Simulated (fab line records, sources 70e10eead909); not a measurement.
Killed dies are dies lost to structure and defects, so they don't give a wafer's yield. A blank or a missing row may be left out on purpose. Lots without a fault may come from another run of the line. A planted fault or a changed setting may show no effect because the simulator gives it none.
Chamber matching | flow nand_harc | NHARC_P_M1_ETCH_15 on rie_diel-05: 4 sister chambers
The step etches the open film in C4F8/Ar, target depth 182.5 nm, time 91.2 s. 16 wafers are shown with their chamber, then 8 later ones without.

WAFERS WITH THEIR CHAMBER
wafer  | chamber | rf_vpp_V (V) | run_length_s (s) | oes_product_au (a.u.)
L528.2 | 0       | 443.9        | 113.2            | 0.963
L528.3 | 3       | 441.4        | 112.5            | 0.955
L528.6 | 3       | 442.4        | 112.6            | 0.952
L530.2 | 2       | 444.1        | 113.0            | 0.974
L530.5 | 1       | 440.8        | 112.0            | 0.975
L530.6 | 0       | 443.5        | 112.7            | 0.984
L534.3 | 1       | 440.4        | 112.5            | 0.907
L534.5 | 1       | 441.2        | 112.5            | 0.925
L534.6 | 0       | 442.4        | 112.9            | 0.911
L535.1 | 1       | 439.6        | 112.0            | 0.957
L535.3 | 2       | 444.2        | 112.7            | 0.977
L535.5 | 3       | 442.6        | 112.1            | 0.989
L536.4 | 1       | 440.2        | 112.3            | 0.936
L536.5 | 0       | 444.1        | 112.8            | 0.943
L536.6 | 2       | 442.2        | 112.5            | 0.942
L537.2 | 0       | 444.8        | 112.8            | 0.953

SIGNATURES (means of the wafers above)
reading        | chamber 0 | chamber 1 | chamber 2 | chamber 3 | scatter within a chamber
rf_vpp_V       | 443.740   | 440.440   | 443.500   | 442.133   | 0.815
run_length_s   | 112.880   | 112.260   | 112.733   | 112.400   | 0.236
oes_product_au | 0.95080   | 0.94000   | 0.96433   | 0.96533   | 0.0247
Rule: a wafer's distance from a chamber is the root of the sum, over the readings, of the square of ((its reading less the chamber's mean) divided by the reading's scatter). The wafer belongs to the nearest chamber; if the next one is less than 2 further off, it can't be placed. The scatter: the root of (the sum of the squares of (reading less its chamber's mean) over the shown wafers, divided by (wafers less chambers)).

WAFERS WITHOUT THEIR CHAMBER
wafer  | rf_vpp_V (V) | run_length_s (s) | oes_product_au (a.u.)
L537.5 | 443.0        | 112.9            | 0.966
L537.6 | 440.6        | 112.2            | 0.945
L547.2 | 440.4        | 112.0            | 0.947
L547.3 | 443.8        | 113.3            | 0.952
L547.4 | 441.0        | 113.1            | 0.964
L549.1 | 440.6        | 112.3            | 0.932
L549.2 | 440.3        | 112.1            | 0.961
L549.4 | 443.9        | 112.6            | 0.936

WHICH CHAMBER EACH WENT THROUGH
wafer  | from the rows above               | in truth
L537.5 | can't be placed: 2 or 0 or 3      | 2
L537.6 | can't be placed: 1 or 3           | 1
L547.2 | can't be placed: 1 or 3           | 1
L547.3 | can't be placed: 0 or 2           | 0
L547.4 | can't be placed: 3 or 2 or 0 or 1 | 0
L549.1 | can't be placed: 1 or 3           | 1
L549.2 | can't be placed: 1 or 3           | 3
L549.4 | can't be placed: 0 or 2 or 3      | 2
Placed correctly: 0 of 8. Can't be placed from these rows: 8 (the true chamber is among the candidates in 8). Placed wrongly: 0.
